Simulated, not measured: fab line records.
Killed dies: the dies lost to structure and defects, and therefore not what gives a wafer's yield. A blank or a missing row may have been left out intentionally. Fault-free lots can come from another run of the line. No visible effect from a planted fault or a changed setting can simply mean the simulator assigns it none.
Split-lot trial / flow n5Finfet / 7 lots, 39 wafers read, on a route of 1938 steps

THE SPLIT
At N5_MIM_BOT_SPUTTER_00 (material TiN, target thk 35 nm, time 89.7 s), the setting targetThkA was moved away from the recipe's 350 angstrom on 18 of the 39 wafers read, by -57.3% to +41.9%. All remaining wafers had this setting at the recipe value.

Reading taken at the split's own step.

THE READING
TiN_of_MIM_BOT_SPUTTER_00.thkNm (the simulator's own value, which no gauge read), in nm, at N5_MIM_BOT_SPUTTER_00 (material TiN, target thk 35 nm, time 89.7 s). There is no usual value for it anywhere in the file. Across the 21 wafers here that went through the recipe, the average is 35.1 nm and the standard deviation 0.45 nm.

wafer=L078.1; tool, chamber at the split=pvdSputter-02, -; targetThkA as run, angstrom=160.1; against the recipe=-54.3%; TiN_of_MIM_BOT_SPUTTER_00.thkNm, nm=15.4; against lot-mates on the recipe=-18.9
wafer=L078.2; tool, chamber at the split=pvdSputter-02, -; targetThkA as run, angstrom=160.1; against the recipe=-54.3%; TiN_of_MIM_BOT_SPUTTER_00.thkNm, nm=15.4; against lot-mates on the recipe=-18.9
wafer=L078.3; tool, chamber at the split=pvdSputter-02, -; targetThkA as run, angstrom=350; against the recipe=recipe; TiN_of_MIM_BOT_SPUTTER_00.thkNm, nm=34.4; against lot-mates on the recipe=-
wafer=L078.6; tool, chamber at the split=pvdSputter-02, -; targetThkA as run, angstrom=350; against the recipe=recipe; TiN_of_MIM_BOT_SPUTTER_00.thkNm, nm=34.4; against lot-mates on the recipe=-
wafer=L078.4; tool, chamber at the split=pvdSputter-02, -; targetThkA as run, angstrom=350; against the recipe=recipe; TiN_of_MIM_BOT_SPUTTER_00.thkNm, nm=34.2; against lot-mates on the recipe=-
wafer=L078.5; tool, chamber at the split=pvdSputter-02, -; targetThkA as run, angstrom=160.1; against the recipe=-54.3%; TiN_of_MIM_BOT_SPUTTER_00.thkNm, nm=15; against lot-mates on the recipe=-19.3
wafer=L076.1; tool, chamber at the split=pvdSputter-03, -; targetThkA as run, angstrom=350; against the recipe=recipe; TiN_of_MIM_BOT_SPUTTER_00.thkNm, nm=35; against lot-mates on the recipe=-
wafer=L076.3; tool, chamber at the split=pvdSputter-03, -; targetThkA as run, angstrom=350; against the recipe=recipe; TiN_of_MIM_BOT_SPUTTER_00.thkNm, nm=35; against lot-mates on the recipe=-
wafer=L076.2; tool, chamber at the split=pvdSputter-03, -; targetThkA as run, angstrom=478.9; against the recipe=+36.8%; TiN_of_MIM_BOT_SPUTTER_00.thkNm, nm=48; against lot-mates on the recipe=+12.8
wafer=L076.4; tool, chamber at the split=pvdSputter-03, -; targetThkA as run, angstrom=478.9; against the recipe=+36.8%; TiN_of_MIM_BOT_SPUTTER_00.thkNm, nm=48.2; against lot-mates on the recipe=+13.0
wafer=L076.6; tool, chamber at the split=pvdSputter-03, -; targetThkA as run, angstrom=478.9; against the recipe=+36.8%; TiN_of_MIM_BOT_SPUTTER_00.thkNm, nm=48.2; against lot-mates on the recipe=+13.0
wafer=L076.5; tool, chamber at the split=pvdSputter-03, -; targetThkA as run, angstrom=350; against the recipe=recipe; TiN_of_MIM_BOT_SPUTTER_00.thkNm, nm=35.6; against lot-mates on the recipe=-
wafer=L085.1; tool, chamber at the split=pvdSputter-03, -; targetThkA as run, angstrom=350; against the recipe=recipe; TiN_of_MIM_BOT_SPUTTER_00.thkNm, nm=35.6; against lot-mates on the recipe=-
wafer=L085.2; tool, chamber at the split=pvdSputter-03, -; targetThkA as run, angstrom=350; against the recipe=recipe; TiN_of_MIM_BOT_SPUTTER_00.thkNm, nm=35.8; against lot-mates on the recipe=-
wafer=L085.3; tool, chamber at the split=pvdSputter-03, -; targetThkA as run, angstrom=408.1; against the recipe=+16.6%; TiN_of_MIM_BOT_SPUTTER_00.thkNm, nm=41.4; against lot-mates on the recipe=+5.6
wafer=L085.6; tool, chamber at the split=pvdSputter-03, -; targetThkA as run, angstrom=408.1; against the recipe=+16.6%; TiN_of_MIM_BOT_SPUTTER_00.thkNm, nm=41.4; against lot-mates on the recipe=+5.6
wafer=L085.4; tool, chamber at the split=pvdSputter-03, -; targetThkA as run, angstrom=408.1; against the recipe=+16.6%; TiN_of_MIM_BOT_SPUTTER_00.thkNm, nm=41.8; against lot-mates on the recipe=+6.0
wafer=L085.5; tool, chamber at the split=pvdSputter-03, -; targetThkA as run, angstrom=350; against the recipe=recipe; TiN_of_MIM_BOT_SPUTTER_00.thkNm, nm=36; against lot-mates on the recipe=-
wafer=L087.3; tool, chamber at the split=pvdSputter-01, -; targetThkA as run, angstrom=350; against the recipe=recipe; TiN_of_MIM_BOT_SPUTTER_00.thkNm, nm=35.2; against lot-mates on the recipe=-
wafer=L087.5; tool, chamber at the split=pvdSputter-01, -; targetThkA as run, angstrom=350; against the recipe=recipe; TiN_of_MIM_BOT_SPUTTER_00.thkNm, nm=35.2; against lot-mates on the recipe=-
wafer=L087.4; tool, chamber at the split=pvdSputter-01, -; targetThkA as run, angstrom=350; against the recipe=recipe; TiN_of_MIM_BOT_SPUTTER_00.thkNm, nm=34.8; against lot-mates on the recipe=-
wafer=L091.1; tool, chamber at the split=pvdSputter-02, -; targetThkA as run, angstrom=350; against the recipe=recipe; TiN_of_MIM_BOT_SPUTTER_00.thkNm, nm=35; against lot-mates on the recipe=-
wafer=L091.2; tool, chamber at the split=pvdSputter-02, -; targetThkA as run, angstrom=350; against the recipe=recipe; TiN_of_MIM_BOT_SPUTTER_00.thkNm, nm=34.6; against lot-mates on the recipe=-
wafer=L091.3; tool, chamber at the split=pvdSputter-02, -; targetThkA as run, angstrom=256.4; against the recipe=-26.7%; TiN_of_MIM_BOT_SPUTTER_00.thkNm, nm=26; against lot-mates on the recipe=-8.9
wafer=L091.4; tool, chamber at the split=pvdSputter-02, -; targetThkA as run, angstrom=256.4; against the recipe=-26.7%; TiN_of_MIM_BOT_SPUTTER_00.thkNm, nm=25.8; against lot-mates on the recipe=-9.1
wafer=L091.5; tool, chamber at the split=pvdSputter-02, -; targetThkA as run, angstrom=256.4; against the recipe=-26.7%; TiN_of_MIM_BOT_SPUTTER_00.thkNm, nm=25.6; against lot-mates on the recipe=-9.3
wafer=L091.6; tool, chamber at the split=pvdSputter-02, -; targetThkA as run, angstrom=350; against the recipe=recipe; TiN_of_MIM_BOT_SPUTTER_00.thkNm, nm=35.2; against lot-mates on the recipe=-
wafer=L097.1; tool, chamber at the split=pvdSputter-02, -; targetThkA as run, angstrom=350; against the recipe=recipe; TiN_of_MIM_BOT_SPUTTER_00.thkNm, nm=35; against lot-mates on the recipe=-
wafer=L097.4; tool, chamber at the split=pvdSputter-02, -; targetThkA as run, angstrom=350; against the recipe=recipe; TiN_of_MIM_BOT_SPUTTER_00.thkNm, nm=35; against lot-mates on the recipe=-
wafer=L097.2; tool, chamber at the split=pvdSputter-02, -; targetThkA as run, angstrom=496.6; against the recipe=+41.9%; TiN_of_MIM_BOT_SPUTTER_00.thkNm, nm=49.8; against lot-mates on the recipe=+14.7
wafer=L097.6; tool, chamber at the split=pvdSputter-02, -; targetThkA as run, angstrom=496.6; against the recipe=+41.9%; TiN_of_MIM_BOT_SPUTTER_00.thkNm, nm=49.8; against lot-mates on the recipe=+14.7
wafer=L097.3; tool, chamber at the split=pvdSputter-02, -; targetThkA as run, angstrom=496.6; against the recipe=+41.9%; TiN_of_MIM_BOT_SPUTTER_00.thkNm, nm=49.6; against lot-mates on the recipe=+14.5
wafer=L097.5; tool, chamber at the split=pvdSputter-02, -; targetThkA as run, angstrom=350; against the recipe=recipe; TiN_of_MIM_BOT_SPUTTER_00.thkNm, nm=35.2; against lot-mates on the recipe=-
wafer=L096.1; tool, chamber at the split=pvdSputter-03, -; targetThkA as run, angstrom=350; against the recipe=recipe; TiN_of_MIM_BOT_SPUTTER_00.thkNm, nm=35; against lot-mates on the recipe=-
wafer=L096.3; tool, chamber at the split=pvdSputter-03, -; targetThkA as run, angstrom=350; against the recipe=recipe; TiN_of_MIM_BOT_SPUTTER_00.thkNm, nm=35; against lot-mates on the recipe=-
wafer=L096.2; tool, chamber at the split=pvdSputter-03, -; targetThkA as run, angstrom=350; against the recipe=recipe; TiN_of_MIM_BOT_SPUTTER_00.thkNm, nm=35.6; against lot-mates on the recipe=-
wafer=L096.4; tool, chamber at the split=pvdSputter-03, -; targetThkA as run, angstrom=149.3; against the recipe=-57.3%; TiN_of_MIM_BOT_SPUTTER_00.thkNm, nm=14.8; against lot-mates on the recipe=-20.4
wafer=L096.5; tool, chamber at the split=pvdSputter-03, -; targetThkA as run, angstrom=149.3; against the recipe=-57.3%; TiN_of_MIM_BOT_SPUTTER_00.thkNm, nm=15.2; against lot-mates on the recipe=-20.0
wafer=L096.6; tool, chamber at the split=pvdSputter-03, -; targetThkA as run, angstrom=149.3; against the recipe=-57.3%; TiN_of_MIM_BOT_SPUTTER_00.thkNm, nm=15; against lot-mates on the recipe=-20.2

THE FIT
A straight line over all 39 wafers: TiN_of_MIM_BOT_SPUTTER_00.thkNm changes by +0.356 nm for each +1% of targetThkA; r = +1.00; the points scatter about the line by 0.44 nm.
The same after taking each lot's own level away (the mean of its wafers on the recipe; 39 wafers): +0.351 nm for each +1%; r = +1.00; scatter 0.21 nm.
Per that fit: largest targetThkA move, reading shift of 20 nm.
The lots' own levels span 34.33 to 35.80 nm, that is 3.2 times the standard deviation above.
The two slopes are in agreement: the lot-to-lot level therefore moves the slope only a little.
Check: for one of the wafers moved furthest among these (-57.3%), held out of the fit, the line's prediction against its lot-mates is -20.1 nm. It came out at -20.4 nm against them.

THESE WAFERS: OTHER SPLITS
Note: prior to the reading, these wafers also went through further splits. Each is held against what the fit with the lots' levels taken away leaves over:
other split on the same wafers=N5_BEOL_M1_VIA_ETCH_34 targetDepthA; wafers away from the commonest value=15; r with TiN_of_MIM_BOT_SPUTTER_00.thkNm (lot level and that fit taken away)=+0.01
other split on the same wafers=N5_BEOL_M3_ILD_DEP_00 targetThkA; wafers away from the commonest value=6; r with TiN_of_MIM_BOT_SPUTTER_00.thkNm (lot level and that fit taken away)=-0.08
other split on the same wafers=N5_BEOL_M8_DESCUM_33 timeS; wafers away from the commonest value=18; r with TiN_of_MIM_BOT_SPUTTER_00.thkNm (lot level and that fit taken away)=+0.16
other split on the same wafers=N5_BEOL_M11_ETCH_66 timeS; wafers away from the commonest value=15; r with TiN_of_MIM_BOT_SPUTTER_00.thkNm (lot level and that fit taken away)=+0.00
other split on the same wafers=N5_BEOL_M12_ETCH_38 targetDepthA; wafers away from the commonest value=9; r with TiN_of_MIM_BOT_SPUTTER_00.thkNm (lot level and that fit taken away)=+0.08

THE FILE'S OWN FIT
TiN_of_MIM_BOT_SPUTTER_00.thkNm changes by +0.351 nm for each +1% of targetThkA, r = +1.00.
